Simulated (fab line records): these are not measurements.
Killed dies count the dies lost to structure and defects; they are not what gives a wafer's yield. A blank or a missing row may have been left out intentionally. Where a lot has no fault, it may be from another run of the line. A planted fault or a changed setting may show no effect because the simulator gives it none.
fab line records -- flow nand_harc -- part 2 of 2: steps 5 to 6 of 6
record: lots: 24, wafers: 72, last_day: 24
route steps=1159 shown A_STAIRCASE@699 A_SGD_CUT@776 A_SLIT@779 A_WL_FILL@815
lots that met no fault: taken from a fault-free run of the same line
start_h: start of the lot's first displayed wafer, in hours after the record's first day -- wait_h: time in hours since the lot's previous step -- " the same as in the row above -- L1.1+2: several wafers, shown together as one row -- - no value, or no start was given -- * or withheld: withheld -- < > ~ a bound
route shown NAME@n: names a module that has steps shown in the file, with the first one's number in the route -- usual: mean and standard deviation over wafers with no fault -- same: alike in all rows -- chamber/n: place in a boat -- sites: each site's reading -- _std_site: the standard deviation of these -- _edge_site: outer sites' mean less inner sites' -- radius_mm: for every site, how far away it sits from the centre of the wafer -- mask NAME#n: copy n -- behind: the last tool/chamber to shape the wafer -- hold: why the lot was held/for how many hours/how that ended -- device: which transistor (n, p or np) failed to switch -- end of line: the same wafers' tests at the end of the route -- for a step that has no rows: nothing shown but its recipe -- killed: not the wafer's yield, but the dies lost to structure and defects at the first sort -- map: per-die view of a wafer (x killed, . not killed, _ where there is no die)
set.NAME: the run value of the setting; set.NAME@STEP: its run value at that earlier step -- model.NAME: the simulator's own value behind a step, which no gauge read
a sample of lots followed through the steps of the route, with each step as a table and each wafer as a row
services: when a tool's chamber went out of use (start_h, in hours from the record's first day, below 0 if earlier), for how many hours, and the reason
== steps ==
step: NHARC_A_WL_FILL_ETCHBACK_05
recipe: target_depth_a: 220, time_s: 60, temp_c: 40, chemistry: Cl2/BCl3
usual: drypump_motor_current_A: 6.1/0.55, oes_product_au: 0.999/0.009
lot.wafer,tool,chamber,start_h,wait_h,drypump_motor_current_A,oes_product_au,rf_hours_counter_h
L075.2,rie_metal-01,1,342.71,0.2,6.8,1.009,0.1
L075.1,rie_metal-01,0,342.71,0.2,5.2,0.992,0.1
L075.5,rie_metal-01,0,342.71,0.2,5.2,0.996,-
L077.2,rie_metal-01,0,347.94,0.2,5.2,0.997,0.4
L077.1,rie_metal-01,1,347.94,0.2,6.8,1.003,0.4
L077.6,rie_metal-01,1,347.94,0.2,6.8,0.997,-
L076.1,rie_metal-01,0,350.77,0.2,5.2,1.002,0.6
L076.4,rie_metal-01,1,350.77,0.2,6.8,1.019,-
L076.6,rie_metal-01,0,350.77,0.2,5.2,0.994,-
L078.1,rie_metal-02,1,351.71,0.2,5.8,0.997,4.0
L078.2,rie_metal-02,0,351.71,0.2,5.6,1.008,4.0
L078.3,rie_metal-02,0,351.71,0.2,5.6,0.999,-
L074.1,rie_metal-03,0,353.60,0.2,6.1,1.006,1.8
L074.4,rie_metal-03,1,353.60,0.2,6.7,1.006,-
L074.6,rie_metal-03,0,353.60,0.2,6.1,1.000,-
L079.2,rie_metal-03,0,359.93,0.2,6.1,1.010,2.2
L079.4,rie_metal-03,1,359.93,0.2,6.7,0.988,-
L079.6,rie_metal-03,1,359.93,0.2,6.7,1.003,-
L080.4,rie_metal-03,1,372.09,0.1,6.7,0.993,-
L080.3,rie_metal-03,0,372.09,0.1,6.1,1.001,-
L080.5,rie_metal-03,1,372.09,0.1,6.7,0.993,-
L081.1,rie_metal-01,1,381.00,0.2,6.8,1.001,1.3
L081.2,rie_metal-01,0,381.00,0.2,5.3,1.000,1.3
L081.6,rie_metal-01,0,381.00,0.2,5.3,0.997,-
L083.1,rie_metal-03,0,390.76,0.4,6.2,0.995,3.0
L083.3,rie_metal-03,0,390.76,0.4,6.2,1.000,-
L083.5,rie_metal-03,0,390.76,0.4,6.1,1.005,-
L082.1,rie_metal-03,0,392.86,0.4,6.1,0.996,3.4
L082.5,rie_metal-03,0,392.86,0.4,6.1,0.985,-
L082.6,rie_metal-03,0,392.86,0.4,6.1,1.001,-
L084.3,rie_metal-01,1,397.64,0.3,6.8,1.004,-
L084.5,rie_metal-01,1,397.64,0.3,6.8,1.000,-
L084.6,rie_metal-01,1,397.64,0.3,6.8,0.996,-
L087.2,rie_metal-02,0,407.05,0.2,5.6,1.006,0.2
L087.1,rie_metal-02,1,407.05,0.2,5.8,0.992,0.2
L087.4,rie_metal-02,0,407.05,0.2,5.6,1.007,-
L086.1,rie_metal-03,0,407.49,0.2,6.1,0.998,3.8
L086.2,rie_metal-03,1,407.49,0.2,6.7,0.995,2.9
L086.4,rie_metal-03,0,407.49,0.2,6.1,1.009,-
L085.1,rie_metal-02,0,415.91,0.2,5.6,0.997,0.4
L085.3,rie_metal-02,0,415.91,0.2,5.6,0.987,-
L085.5,rie_metal-02,1,415.91,0.2,5.8,0.975,-
L088.1,rie_metal-02,0,419.95,0.2,5.6,0.990,0.7
L088.3,rie_metal-02,1,419.95,0.2,5.8,0.987,-
L088.4,rie_metal-02,0,419.95,0.2,5.6,1.008,-
L091.2,rie_metal-02,0,434.73,0.2,5.6,1.005,1.2
L091.1,rie_metal-02,1,434.73,0.2,5.8,1.010,1.2
L091.3,rie_metal-02,0,434.73,0.2,5.6,1.012,-
L089.3,rie_metal-03,0,434.78,0.2,6.1,1.008,-
L089.4,rie_metal-03,1,434.78,0.2,6.8,1.002,-
L089.5,rie_metal-03,1,434.78,0.2,6.7,0.996,-
L090.1,rie_metal-02,1,437.57,0.2,5.8,0.982,1.4
L090.4,rie_metal-02,0,437.57,0.2,5.6,0.996,-
L090.3,rie_metal-02,1,437.57,0.2,5.8,0.990,-
L092.1,rie_metal-01,0,447.68,0.2,5.2,1.005,2.8
L092.4,rie_metal-01,0,447.68,0.2,5.2,0.999,-
L092.5,rie_metal-01,0,447.68,0.2,5.3,1.000,-
L096.1,rie_metal-01,1,459.22,0.2,6.8,1.000,4.1
L096.4,rie_metal-01,1,459.22,0.2,6.8,1.002,-
L096.3,rie_metal-01,0,459.22,0.2,5.2,0.992,-
L094.3,rie_metal-01,0,462.06,0.2,5.2,0.997,-
L094.4,rie_metal-01,1,462.06,0.2,6.8,0.995,-
L094.6,rie_metal-01,1,462.06,0.2,6.8,1.007,-
L095.2,rie_metal-03,1,464.07,0.2,6.7,1.009,0.1
L095.1,rie_metal-03,0,464.07,0.2,6.1,1.014,0.1
L095.3,rie_metal-03,0,464.07,0.2,6.1,1.021,-
L093.2,rie_metal-02,0,465.08,0.3,5.6,1.010,-
L093.4,rie_metal-02,0,465.08,0.3,5.6,0.994,-
L093.6,rie_metal-02,0,465.08,0.3,5.6,1.003,-
L097.1,rie_metal-02,0,473.32,0.2,5.6,1.003,2.7
L097.4,rie_metal-02,1,473.32,0.2,5.8,0.988,-
L097.5,rie_metal-02,0,473.32,0.2,5.6,0.988,-
step: NHARC_A_WL_FILL_CMP_12
recipe: t_overpolish_s: 30, target_thk_nm: 75
usual: motor_current_A: 12.3/1.3, overpolish_run_s: 30.000/0.0095, time_to_endpoint_s: 15.5/2
lot.wafer,tool,chamber,start_h,wait_h,motor_current_A,overpolish_run_s,time_to_endpoint_s
L075.1,cmp-03,3,367.10,4.3,12.6,29.985,12.6
L075.2,cmp-03,0,367.10,4.3,9.3,29.993,12.6
L075.5,cmp-03,1,367.10,4.3,14.2,30.001,15.7
L076.4,cmp-03,2,369.27,2.9,13.2,29.997,17.2
L076.1,cmp-03,0,369.27,2.9,9.7,30.027,17.5
L076.6,cmp-03,2,369.27,2.9,12.7,30.003,17.4
L077.2,cmp-04,2,371.35,4.3,11.7,29.983,15.8
L077.1,cmp-04,3,371.35,4.3,13.5,29.990,15.6
L077.6,cmp-04,3,371.35,4.3,12.7,29.985,14.2
L074.4,cmp-02,1,376.09,2.2,13.2,30.005,14.8
L074.1,cmp-02,2,376.09,2.2,10.9,30.008,13.5
L074.6,cmp-02,1,376.09,2.2,12.6,29.996,15.4
L078.3,cmp-03,2,376.39,2.2,12.5,30.008,19.2
L078.1,cmp-03,3,376.39,2.2,13.4,29.988,14.7
L078.2,cmp-03,0,376.39,2.2,9.9,30.013,18.7
L079.2,cmp-02,2,385.38,4.4,10.1,30.004,16.1
L079.4,cmp-02,3,385.38,4.4,14.4,30.015,14.7
L079.6,cmp-02,1,385.38,4.4,12.2,30.001,16.5
L080.4,cmp-02,2,396.67,2.9,9.9,30.002,14.7
L080.3,cmp-02,0,396.67,2.9,13.0,30.002,15.9
L080.5,cmp-02,1,396.67,2.9,12.2,29.991,16.2
L081.1,cmp-02,0,402.36,3.6,13.3,30.006,13.4
L081.2,cmp-02,1,402.36,3.6,12.3,30.004,14.6
L081.6,cmp-02,3,402.36,3.6,14.1,30.004,12.2
L082.1,cmp-03,0,412.34,3.7,10.0,29.999,14.1
L082.6,cmp-03,2,412.34,3.7,12.9,29.981,16.7
L082.5,cmp-03,3,412.34,3.7,13.0,30.008,11.6
L083.3,cmp-02,3,412.59,2.9,14.7,30.004,17.6
L083.1,cmp-02,2,412.59,2.9,10.1,29.998,11.3
L083.5,cmp-02,0,412.59,2.9,12.7,30.017,16.8
L084.3,cmp-04,1,419.89,2.2,11.4,30.018,16.5
L084.5,cmp-04,0,419.89,2.2,11.8,30.005,12.7
L084.6,cmp-04,1,419.89,2.2,11.2,29.990,14.3
L086.2,cmp-04,3,428.16,3.6,12.5,29.989,15.9
L086.4,cmp-04,1,428.16,3.6,11.5,29.987,13.9
L086.1,cmp-04,2,428.16,3.6,10.8,29.999,16.0
L087.4,cmp-02,0,428.22,2.2,13.0,29.992,16.5
L087.2,cmp-02,1,428.22,2.2,11.9,29.991,16.3
L087.1,cmp-02,2,428.22,2.2,10.4,30.011,17.4
L085.3,cmp-04,1,440.52,2.9,11.5,30.004,19.2
L085.1,cmp-04,2,440.52,2.9,11.7,29.990,18.2
L085.5,cmp-04,3,440.52,2.9,12.3,29.991,16.8
L088.3,cmp-02,1,441.88,2.2,12.5,29.996,12.7
L088.1,cmp-02,2,441.88,2.2,9.9,29.984,14.9
L088.4,cmp-02,3,441.88,2.2,13.5,29.996,14.8
L091.2,cmp-04,0,455.63,4.3,11.8,30.002,15.7
L091.3,cmp-04,1,455.63,4.3,11.0,29.992,17.1
L091.1,cmp-04,2,455.63,4.3,11.4,30.007,14.8
L089.4,cmp-02,0,455.68,2.2,13.2,29.985,16.3
L089.3,cmp-02,3,455.68,2.2,13.8,30.014,19.9
L089.5,cmp-02,1,455.68,2.2,12.8,29.996,15.5
L090.3,cmp-04,3,460.69,2.9,13.3,29.985,14.7
L090.4,cmp-04,0,460.69,2.9,11.3,29.985,14.2
L090.1,cmp-04,2,460.69,2.9,11.5,30.007,14.2
L092.1,cmp-04,1,470.56,4.4,11.9,29.998,18.4
L092.4,cmp-04,2,470.56,4.4,11.4,30.007,18.8
L092.5,cmp-04,0,470.56,4.4,12.1,30.001,15.8
L096.3,cmp-03,2,479.95,2.2,13.3,30.013,13.7
L096.1,cmp-03,3,479.95,2.2,13.3,30.008,11.7
L096.4,cmp-03,0,479.95,2.2,10.2,29.997,14.7
L094.4,cmp-02,2,483.69,2.9,10.0,30.026,16.1
L094.3,cmp-02,3,483.69,2.9,14.5,29.998,14.8
L094.6,cmp-02,2,483.69,2.9,9.9,30.002,17.0
L095.3,cmp-04,1,487.97,2.9,11.3,29.995,17.4
L095.2,cmp-04,2,487.97,2.9,11.6,30.030,21.7
L095.1,cmp-04,0,487.97,2.9,11.6,30.001,19.6
L093.4,cmp-03,3,493.67,3.0,12.8,29.997,14.0
L093.2,cmp-03,0,493.67,3.0,9.9,30.000,14.9
L093.6,cmp-03,3,493.67,3.0,13.1,30.002,16.4
L097.4,cmp-02,0,501.83,2.9,13.1,30.001,14.3
L097.1,cmp-02,1,501.83,2.9,12.8,29.992,15.6
L097.5,cmp-02,2,501.83,2.9,9.9,30.017,13.6
== services ==
tool,chamber,start_h,hours,kind
rie_diel-06,-,241.85,9.0,pm
rie_diel-02,-,258.59,0.4,repair
rie_diel-10,3,260.04,15.2,repair
rie_diel-07,0,271.98,11.8,repair
pecvd-02,1,282.20,7.0,repair
rie_diel-06,0,284.88,9.7,repair
rie_diel-10,3,286.49,9.2,repair
rie_diel-06,-,300.37,1.9,repair
cmp-02,-,304.31,2.1,repair
cmp-02,-,319.22,0.6,repair
pecvd-02,0,322.27,9.2,repair
cmp-02,-,324.50,4.0,pm
rie_diel-02,-,327.83,9.0,pm
pecvd-02,-,334.00,13.0,pm
cmp-02,-,342.41,23.9,repair
rie_diel-07,0,379.37,1.6,repair
rie_diel-06,-,384.50,1.8,repair
cmp-02,-,398.50,2.2,repair
rie_diel-07,-,405.36,9.0,pm
rie_diel-02,1,414.90,1.6,repair
rie_diel-06,-,419.00,9.0,pm
cmp-02,-,422.50,4.0,pm
rie_diel-06,0,491.34,12.5,repair
rie_diel-06,1,499.29,12.5,repair
